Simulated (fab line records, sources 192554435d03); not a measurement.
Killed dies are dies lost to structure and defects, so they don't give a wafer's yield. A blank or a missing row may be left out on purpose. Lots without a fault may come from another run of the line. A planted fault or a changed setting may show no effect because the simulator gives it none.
Chamber matching | flow n5_finfet | N5_BEOL_M5_ILD_DEP_00 on pecvd-01: 3 sister chambers
The step deposits SiCOH lowk from DEMS/porogen, target thk 140.64 nm, time 25.9 s. 14 wafers are shown with their chamber, then 7 later ones without.

WAFERS WITH THEIR CHAMBER
wafer  | chamber | heater_power_w (W) | throttle_valve_pct (%) | showerhead_plenum_p_Torr (Torr)
L074.1 | 0       | 353                | 13.6                   | 5.762
L074.2 | 2       | 255                | 13.2                   | 5.736
L074.3 | 1       | 235                | 13.3                   | 5.739
L083.1 | 0       | 345                | 13.6                   | 5.775
L083.3 | 0       | 344                | 13.7                   | 5.772
L083.4 | 1       | 213                | 13.2                   | 5.740
L089.2 | 2       | 303                | 12.8                   | 5.745
L089.4 | 2       | 305                | 12.7                   | 5.737
L089.5 | 1       | 226                | 13.5                   | 5.728
L091.1 | 0       | 385                | 13.7                   | 5.751
L091.5 | 0       | 367                | 13.9                   | 5.746
L091.6 | 1       | 243                | 13.5                   | 5.746
L092.1 | 1       | 218                | 13.4                   | 5.731
L092.3 | 0       | 391                | 13.5                   | 5.753

SIGNATURES (means of the wafers above)
reading                  | chamber 0 | chamber 1 | chamber 2 | scatter within a chamber
heater_power_w           | 364.17    | 227.00    | 287.67    | 19.7
throttle_valve_pct       | 13.667    | 13.380    | 12.900    | 0.166
showerhead_plenum_p_Torr | 5.75983   | 5.73680   | 5.73933   | 0.00933
Rule: a wafer's distance from a chamber is the root of the sum, over the readings, of the square of ((its reading less the chamber's mean) divided by the reading's scatter). The wafer belongs to the nearest chamber; if the next one is less than 2 further off, it can't be placed. The scatter: the root of (the sum of the squares of (reading less its chamber's mean) over the shown wafers, divided by (wafers less chambers)).

WAFERS WITHOUT THEIR CHAMBER
wafer  | heater_power_w (W) | throttle_valve_pct (%) | showerhead_plenum_p_Torr (Torr)
L092.4 | 220                | 13.0                   | 5.737
L093.2 | 289                | 12.7                   | 5.744
L093.4 | 398                | 13.5                   | 5.758
L093.6 | 292                | 12.8                   | 5.733
L095.1 | 321                | 13.0                   | 5.757
L095.4 | 323                | 13.7                   | 5.756
L095.6 | 220                | 13.0                   | 5.747

WHICH CHAMBER EACH WENT THROUGH
wafer  | from the rows above     | in truth
L092.4 | can't be placed: 1 or 2 | 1
L093.2 | 2                       | 2
L093.4 | 0                       | 0
L093.6 | 2                       | 2
L095.1 | can't be placed: 2 or 0 | 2
L095.4 | 0                       | 0
L095.6 | can't be placed: 1 or 2 | 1
Placed correctly: 4 of 7. Can't be placed from these rows: 3 (the true chamber is among the candidates in 3). Placed wrongly: 0.
